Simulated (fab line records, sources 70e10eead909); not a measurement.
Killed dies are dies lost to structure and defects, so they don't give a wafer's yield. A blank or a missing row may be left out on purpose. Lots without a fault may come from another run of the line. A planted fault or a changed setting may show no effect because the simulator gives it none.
A struck lot beside a sound one | flow nand_harc | 12 steps out of a route of 1302
Sound: wafers L616.4, L616.5, L616.6. Struck: wafers L625.3, L625.4, L625.6. The cause comes at the end.
At each step with rows: each side's tool, then ch and its chambers, then its first start. Under that, the readings that differ: sound wafers | struck wafers | difference of the means | sigmas: that difference in standard deviations of wafers without a fault.
alike: readings whose means differ by less than 2 such deviations, and words and numbers that are the same on both sides. not compared: withheld readings, readings that some wafer has no value for, bounds like >300 that may hide the same value, and numbers for which the record gives no deviation and whose values overlap.
The two part at a step that has a row with sigmas, a row that says differs or no value, or rows on one side only. Numbers that don't overlap but have no deviation are shown without sigmas and don't part them. A reading that every wafer of one side lacks parts them only if that side has two wafers or more.

first, 2 steps without rows for these wafers: NHARC_A_STAIRCASE_PRECLEAN_448 (cleans in SC1); NHARC_A_STAIRCASE_SRD_449.
NHARC_A_STAIRCASE_CMP_450: polishes SiO2, target thk 200 nm.
  sound on cmp-03 ch 0,1,3, day 23 08:19; struck on cmp-03 ch 0,1,3, day 27 01:49
  alike: edge_zone_pressure_frac, motor_current_A, retaining_ring_pressure_frac, slurry_filter_dp_kPa
  not compared: pad_life_wafers
NHARC_A_STAIRCASE_CMP_152: polishes.
  sound on cmp-03 ch 0,1,3, day 23 08:23; struck on cmp-03 ch 0,1,3, day 27 01:53
  alike: edge_zone_pressure_frac, motor_current_A, retaining_ring_pressure_frac, slurry_filter_dp_kPa
  not compared: pad_life_wafers
then, 2 steps without rows for these wafers: NHARC_A_STAIRCASE_SRD_154; NHARC_A_STAIRCASE_ETCH_403 (etches SiO2 in dHF, target depth 108.2 nm).
NHARC_A_STAIRCASE_ETCHBACK_422: etches the open film in CH3F/O2, target depth 40 nm, time 74.286 s.
  sound on rie_diel-01 ch 0,1,2, day 23 08:58; struck on rie_diel-08 ch 1,2,3, day 27 02:26
  alike: drypump_motor_current_A, oes_product_au, rf_vpp_V, showerhead_plenum_p_Torr, throttle_valve_pct
  not compared: rf_hours_counter_h
then, 2 steps without rows for these wafers: NHARC_A_STAIRCASE_ETCH_423 (etches SiO2 in dHF, target depth 30 nm); NHARC_A_STAIRCASE_ETCHBACK_157 (etches the open film in CH3F/O2, target depth 90 nm, time 167.14 s).
NHARC_A_STAIRCASE_STRIP_475: strips in O2, time 20 s.
  sound on rie_diel-08 ch 1,2; struck on rie_diel-04 ch 2,3
  alike: drypump_motor_current_A, oes_product_au, rf_vpp_V, showerhead_plenum_p_Torr, throttle_valve_pct
  not compared: rf_hours_counter_h
NHARC_A_STAIRCASE_DEP_471: deposits SiO2, target thk 100 nm.
  sound on pecvd-02 ch 0,1,2, day 23 09:40; struck on pecvd-04 ch 0,2, day 27 03:05
  alike: heater_power_w, throttle_valve_pct
NHARC_A_STAIRCASE_CMP_472: polishes SiO2.
  sound on cmp-01 ch 1,2, day 23 09:52; struck on cmp-03 ch 0,2,3, day 27 03:21
  no value came back on the struck wafers for edge_zone_pressure_frac, motor_current_A (A), retaining_ring_pressure_frac, slurry_filter_dp_kPa (kPa); on the sound wafers edge_zone_pressure_frac reads 1.002 1.003 1.001
  not compared: pad_life_wafers

WHERE THEY PART
Only at NHARC_A_STAIRCASE_CMP_472, within this record.

WHY: what the simulator had put in
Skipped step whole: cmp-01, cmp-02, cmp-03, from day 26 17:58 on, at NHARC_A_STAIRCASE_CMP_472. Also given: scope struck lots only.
